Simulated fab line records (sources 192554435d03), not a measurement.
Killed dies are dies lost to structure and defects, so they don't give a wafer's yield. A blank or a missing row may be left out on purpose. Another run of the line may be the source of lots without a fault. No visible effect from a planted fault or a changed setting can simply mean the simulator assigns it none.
Chamber matching | flow n5-finfet | 4 sister chambers for N5_BEOL_M4_DESCUM_33 on rie-diel-05
The step chemistry O2, time 7 s. 4 wafers are shown with their chamber, then 7 later ones without.

== WAFERS, EACH WITH ITS CHAMBER ==
wafer  | chamber | showerhead-plenum-p-Torr (Torr)
L088.2 | 2       | 1.90
L088.4 | 0       | 2.08
L089.1 | 1       | 2.13
L089.5 | 3       | 2.21

== WAFERS WITHOUT THEIR CHAMBER ==
wafer  | showerhead-plenum-p-Torr (Torr)
L089.6 | 1.90
L094.2 | 1.90
L094.3 | 2.13
L094.4 | 2.07
L095.1 | 1.89
L095.4 | 2.20
L095.5 | 2.20

== WHICH CHAMBER EACH WENT THROUGH ==
wafer  | from the rows above | in truth
L089.6 | 2                   | 2
L094.2 | 2                   | 2
L094.3 | 1                   | 1
L094.4 | 0                   | 0
L095.1 | 2                   | 2
L095.4 | 3                   | 3
L095.5 | 3                   | 3
7 of 7 placed correctly. Can't be placed from these rows: 0. Number placed wrongly: 0.
How it was worked out, from the rows above alone: a wafer's distance from a chamber is the root of the sum, over the readings, of the square of ((its reading less the chamber's mean) divided by the reading's scatter). If the next closest chamber is less than 2 further off than the closest, the wafer can't be placed; otherwise it belongs to the closest. The mean given for a chamber averages the wafers shown for that chamber. The scatter: with one shown wafer a chamber, the root of the mean of the squares of how far each hidden wafer lies from its nearest shown one.
